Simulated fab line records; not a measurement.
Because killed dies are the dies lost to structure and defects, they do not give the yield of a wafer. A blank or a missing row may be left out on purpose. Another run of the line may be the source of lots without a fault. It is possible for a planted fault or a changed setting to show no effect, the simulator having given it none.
Chamber matching    flow nand harc    4 sister chambers for NHARC_A_STAIRCASE_STRIP_476 on rie diel-07
The step strips in O2, time 20 s. 4 wafers are shown with their chamber, then 12 later ones without.

EACH WAFER AND ITS CHAMBER
wafer   chamber  showerhead plenum p Torr (Torr)
L089.2  3        3.55
L090.1  0        3.34
L090.4  1        3.51
L090.5  2        3.30

WAFERS MISSING THEIR CHAMBER
wafer   showerhead plenum p Torr (Torr)
L091.1  3.51
L091.2  3.33
L091.3  3.30
L094.1  3.51
L094.2  3.54
L094.5  3.54
L095.3  3.50
L095.4  3.29
L095.6  3.29
L096.1  3.33
L096.2  3.50
L096.6  3.54

CHAMBER TAKEN BY EACH
wafer   from the rows above  in truth
L091.1  1                    1
L091.2  0                    0
L091.3  2                    2
L094.1  1                    1
L094.2  3                    3
L094.5  3                    3
L095.3  1                    1
L095.4  2                    2
L095.6  2                    2
L096.1  0                    0
L096.2  1                    1
L096.6  3                    3
Correctly placed: 12 of 12. Left unplaced by these rows: 0. 0 placed wrongly.
How it was worked out, from the rows above alone: a wafer's distance from a chamber is the root of the sum, over the readings, of the square of ((its reading less the chamber's mean) divided by the reading's scatter). The wafer belongs to the nearest chamber; if the next one is less than 2 further off, it can't be placed. The mean given for a chamber averages the wafers shown for that chamber. The scatter: with one shown wafer a chamber, the root of the mean of the squares of how far each hidden wafer lies from its nearest shown one.
